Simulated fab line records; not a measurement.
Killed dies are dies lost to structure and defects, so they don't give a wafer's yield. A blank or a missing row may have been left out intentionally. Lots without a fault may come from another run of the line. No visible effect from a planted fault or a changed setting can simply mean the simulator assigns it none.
Matching of chambers / flow n5 finfet / N5_BEOL_M0_ETCH_109 on rie diel-05 has 4 sister chambers
The step etches SiCN in CH3F/O2, target depth 8 nm, overetch 2.4 nm, time 27.4 s. 27 wafers are shown with their chamber, then 12 later ones without.

== WAFERS WITH THEIR CHAMBER ==
wafer=L074.1; chamber=0; showerhead plenum p Torr (Torr)=2.01; throttle valve pct (%)=15.84; drypump motor current A (A)=4.9
wafer=L074.2; chamber=2; showerhead plenum p Torr (Torr)=2.08; throttle valve pct (%)=16.21; drypump motor current A (A)=5.9
wafer=L074.3; chamber=1; showerhead plenum p Torr (Torr)=1.92; throttle valve pct (%)=16.44; drypump motor current A (A)=5.5
wafer=L075.3; chamber=2; showerhead plenum p Torr (Torr)=2.07; throttle valve pct (%)=16.24; drypump motor current A (A)=5.9
wafer=L075.4; chamber=3; showerhead plenum p Torr (Torr)=2.13; throttle valve pct (%)=16.10; drypump motor current A (A)=5.7
wafer=L075.6; chamber=0; showerhead plenum p Torr (Torr)=2.01; throttle valve pct (%)=15.85; drypump motor current A (A)=5.0
wafer=L076.3; chamber=0; showerhead plenum p Torr (Torr)=2.01; throttle valve pct (%)=15.85; drypump motor current A (A)=5.0
wafer=L076.4; chamber=2; showerhead plenum p Torr (Torr)=2.07; throttle valve pct (%)=16.23; drypump motor current A (A)=5.9
wafer=L076.6; chamber=0; showerhead plenum p Torr (Torr)=2.01; throttle valve pct (%)=15.83; drypump motor current A (A)=5.0
wafer=L078.2; chamber=3; showerhead plenum p Torr (Torr)=2.13; throttle valve pct (%)=16.08; drypump motor current A (A)=5.7
wafer=L078.4; chamber=0; showerhead plenum p Torr (Torr)=2.01; throttle valve pct (%)=15.85; drypump motor current A (A)=4.9
wafer=L078.5; chamber=3; showerhead plenum p Torr (Torr)=2.13; throttle valve pct (%)=16.08; drypump motor current A (A)=5.7
wafer=L079.1; chamber=1; showerhead plenum p Torr (Torr)=1.92; throttle valve pct (%)=16.47; drypump motor current A (A)=5.5
wafer=L079.2; chamber=0; showerhead plenum p Torr (Torr)=2.01; throttle valve pct (%)=15.85; drypump motor current A (A)=5.0
wafer=L079.3; chamber=2; showerhead plenum p Torr (Torr)=2.07; throttle valve pct (%)=16.23; drypump motor current A (A)=5.9
wafer=L079.4; chamber=3; showerhead plenum p Torr (Torr)=2.13; throttle valve pct (%)=16.09; drypump motor current A (A)=5.7
wafer=L079.5; chamber=3; showerhead plenum p Torr (Torr)=2.13; throttle valve pct (%)=16.09; drypump motor current A (A)=5.7
wafer=L079.6; chamber=0; showerhead plenum p Torr (Torr)=2.01; throttle valve pct (%)=15.85; drypump motor current A (A)=5.0
wafer=L080.1; chamber=0; showerhead plenum p Torr (Torr)=2.01; throttle valve pct (%)=15.87; drypump motor current A (A)=5.0
wafer=L080.4; chamber=3; showerhead plenum p Torr (Torr)=2.13; throttle valve pct (%)=16.09; drypump motor current A (A)=5.7
wafer=L080.6; chamber=0; showerhead plenum p Torr (Torr)=2.01; throttle valve pct (%)=15.86; drypump motor current A (A)=4.9
wafer=L083.1; chamber=0; showerhead plenum p Torr (Torr)=2.01; throttle valve pct (%)=15.87; drypump motor current A (A)=4.9
wafer=L083.2; chamber=1; showerhead plenum p Torr (Torr)=1.92; throttle valve pct (%)=16.47; drypump motor current A (A)=5.5
wafer=L083.5; chamber=0; showerhead plenum p Torr (Torr)=2.01; throttle valve pct (%)=15.87; drypump motor current A (A)=4.9
wafer=L087.1; chamber=3; showerhead plenum p Torr (Torr)=2.12; throttle valve pct (%)=16.13; drypump motor current A (A)=5.7
wafer=L087.2; chamber=1; showerhead plenum p Torr (Torr)=1.91; throttle valve pct (%)=16.50; drypump motor current A (A)=5.6
wafer=L087.6; chamber=1; showerhead plenum p Torr (Torr)=1.91; throttle valve pct (%)=16.49; drypump motor current A (A)=5.6

SIGNATURES (averages over the wafers above)
reading=showerhead plenum p Torr; chamber 0=2.0100; chamber 1=1.9160; chamber 2=2.0725; chamber 3=2.1286; scatter within a chamber=0.00349
reading=throttle valve pct; chamber 0=15.8536; chamber 1=16.4740; chamber 2=16.2275; chamber 3=16.0943; scatter within a chamber=0.0162
reading=drypump motor current A; chamber 0=4.955; chamber 1=5.540; chamber 2=5.900; chamber 3=5.700; scatter within a chamber=0.0413
Rule: for a wafer and a chamber, the distance is found by dividing, reading by reading, the gap between the wafer's reading and the chamber's mean by the reading's scatter, squaring, summing and taking the root. The wafer belongs to the nearest chamber; if the next one is less than 2 further off, it can't be placed. The scatter is the square root of a quotient: the sum, over the shown wafers, of each reading's squared deviation from its chamber's mean, divided by wafers minus chambers.

== WAFERS WITH NO CHAMBER GIVEN ==
wafer=L088.2; showerhead plenum p Torr (Torr)=2.07; throttle valve pct (%)=16.28; drypump motor current A (A)=5.9
wafer=L088.5; showerhead plenum p Torr (Torr)=2.07; throttle valve pct (%)=16.27; drypump motor current A (A)=5.9
wafer=L088.6; showerhead plenum p Torr (Torr)=2.12; throttle valve pct (%)=16.14; drypump motor current A (A)=5.7
wafer=L089.1; showerhead plenum p Torr (Torr)=2.12; throttle valve pct (%)=16.14; drypump motor current A (A)=5.7
wafer=L089.2; showerhead plenum p Torr (Torr)=1.91; throttle valve pct (%)=16.51; drypump motor current A (A)=5.5
wafer=L089.3; showerhead plenum p Torr (Torr)=2.06; throttle valve pct (%)=16.30; drypump motor current A (A)=5.9
wafer=L089.4; showerhead plenum p Torr (Torr)=1.91; throttle valve pct (%)=16.52; drypump motor current A (A)=5.5
wafer=L089.5; showerhead plenum p Torr (Torr)=2.12; throttle valve pct (%)=16.15; drypump motor current A (A)=5.7
wafer=L089.6; showerhead plenum p Torr (Torr)=2.06; throttle valve pct (%)=16.27; drypump motor current A (A)=5.9
wafer=L097.4; showerhead plenum p Torr (Torr)=1.91; throttle valve pct (%)=16.54; drypump motor current A (A)=5.5
wafer=L097.5; showerhead plenum p Torr (Torr)=1.91; throttle valve pct (%)=16.52; drypump motor current A (A)=5.5
wafer=L097.6; showerhead plenum p Torr (Torr)=2.00; throttle valve pct (%)=15.92; drypump motor current A (A)=5.0

== EACH ONE'S CHAMBER ==
wafer=L088.2; from the rows above=2; in truth=2
wafer=L088.5; from the rows above=2; in truth=2
wafer=L088.6; from the rows above=3; in truth=3
wafer=L089.1; from the rows above=3; in truth=3
wafer=L089.2; from the rows above=1; in truth=1
wafer=L089.3; from the rows above=2; in truth=2
wafer=L089.4; from the rows above=1; in truth=1
wafer=L089.5; from the rows above=3; in truth=3
wafer=L089.6; from the rows above=2; in truth=2
wafer=L097.4; from the rows above=1; in truth=1
wafer=L097.5; from the rows above=1; in truth=1
wafer=L097.6; from the rows above=0; in truth=0
Correct placement for 12 of the 12. Left unplaced by these rows: 0. 0 placed wrongly.
